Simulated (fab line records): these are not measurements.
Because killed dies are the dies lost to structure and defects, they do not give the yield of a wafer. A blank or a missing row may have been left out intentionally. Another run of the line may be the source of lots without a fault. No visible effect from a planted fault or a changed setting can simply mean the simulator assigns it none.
Matching of chambers :: flow nandHarc :: NHARC_P_M1_DEP_33 on pecvd-02: 3 sister chambers
The step deposits SiCN, target thk 30 nm. 16 wafers are shown with their chamber, then 8 later ones without.

== WAFERS, EACH WITH ITS CHAMBER ==
wafer: L075.3
chamber: 1
heaterPowerW (W): 559

wafer: L075.5
chamber: 1
heaterPowerW (W): 571

wafer: L075.6
chamber: 0
heaterPowerW (W): 409

wafer: L081.1
chamber: 1
heaterPowerW (W): 592

wafer: L081.3
chamber: 0
heaterPowerW (W): 420

wafer: L081.6
chamber: 1
heaterPowerW (W): 598

wafer: L085.1
chamber: 2
heaterPowerW (W): 607

wafer: L085.2
chamber: 0
heaterPowerW (W): 440

wafer: L085.4
chamber: 2
heaterPowerW (W): 614

wafer: L087.3
chamber: 0
heaterPowerW (W): 468

wafer: L087.5
chamber: 2
heaterPowerW (W): 531

wafer: L087.6
chamber: 1
heaterPowerW (W): 581

wafer: L094.1
chamber: 2
heaterPowerW (W): 576

wafer: L094.2
chamber: 0
heaterPowerW (W): 477

wafer: L094.3
chamber: 1
heaterPowerW (W): 522

wafer: L094.4
chamber: 1
heaterPowerW (W): 539

SIGNATURES, as means of the wafers listed above
reading: heaterPowerW
chamber 0: 442.80
chamber 1: 566.00
chamber 2: 582.00
scatter within a chamber: 30.9
Rule: for a wafer and a chamber, the distance is found by dividing, reading by reading, the gap between the wafer's reading and the chamber's mean by the reading's scatter, squaring, summing and taking the root. If the next closest chamber is less than 2 further off than the closest, the wafer can't be placed; otherwise it belongs to the closest. How the scatter is found: for the shown wafers, subtract from each reading the mean of its chamber, square and add these, divide the total by (wafers less chambers), then take the root.

== WAFERS WHOSE CHAMBER IS MISSING ==
wafer: L094.5
heaterPowerW (W): 586

wafer: L094.6
heaterPowerW (W): 491

wafer: L095.2
heaterPowerW (W): 592

wafer: L095.4
heaterPowerW (W): 618

wafer: L095.6
heaterPowerW (W): 418

wafer: L095.1
heaterPowerW (W): 434

wafer: L095.3
heaterPowerW (W): 570

wafer: L095.5
heaterPowerW (W): 571

== WHICH CHAMBER EACH WENT THROUGH ==
wafer: L094.5
from the rows above: can't be placed: 2 or 1
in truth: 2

wafer: L094.6
from the rows above: can't be placed: 0 or 1 or 2
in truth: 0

wafer: L095.2
from the rows above: can't be placed: 2 or 1
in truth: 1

wafer: L095.4
from the rows above: can't be placed: 2 or 1
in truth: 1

wafer: L095.6
from the rows above: 0
in truth: 0

wafer: L095.1
from the rows above: 0
in truth: 0

wafer: L095.3
from the rows above: can't be placed: 1 or 2
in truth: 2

wafer: L095.5
from the rows above: can't be placed: 1 or 2
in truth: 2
Correctly placed: 2 of 8. Not placeable from these rows: 6 (in 6, the candidates include the true chamber). Wrongly placed: 0.
